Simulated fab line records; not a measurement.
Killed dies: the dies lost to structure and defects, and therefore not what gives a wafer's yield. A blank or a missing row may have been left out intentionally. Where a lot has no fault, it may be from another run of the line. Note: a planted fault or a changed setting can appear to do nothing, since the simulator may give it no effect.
Matching of chambers ; flow n5-finfet ; N5_BEOL_M15_DEP_53 on pecvd-04 has 3 sister chambers
The step deposits SiCN from 3MS/NH3, target thk 50 nm, time 17.8 s. 3 wafers are shown with their chamber, then 9 later ones without.

EACH WAFER AND ITS CHAMBER
wafer;chamber;showerhead-plenum-p-Torr (Torr)
L089.1;2;4.169
L089.3;1;4.123
L089.5;0;4.189

WAFERS WITHOUT THEIR CHAMBER
wafer;showerhead-plenum-p-Torr (Torr)
L088.1;4.165
L088.2;4.185
L088.3;4.114
L092.2;4.126
L092.4;4.180
L092.6;4.200
L093.2;4.130
L093.3;4.177
L093.6;4.126

THE CHAMBER EACH PASSED THROUGH
wafer;from the rows above;in truth
L088.1;2;2
L088.2;can't be placed: 0 or 2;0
L088.3;1;1
L092.2;1;1
L092.4;can't be placed: 0 or 2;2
L092.6;0;0
L093.2;1;1
L093.3;can't be placed: 2 or 0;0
L093.6;1;1
Correct placement for 6 of the 9. Cannot be placed on the basis of these rows: 3; the candidates contain the true chamber in 3. Wrongly placed: 0.
How it was worked out, from the rows above alone: a wafer's distance from a chamber is the root of the sum, over the readings, of the square of ((its reading less the chamber's mean) divided by the reading's scatter). If the next closest chamber is less than 2 further off than the closest, the wafer can't be placed; otherwise it belongs to the closest. Each chamber's mean is taken over the wafers shown for it. The scatter (one wafer shown for each chamber): square how far every hidden wafer sits from the nearest shown wafer, average those squares and take the square root.
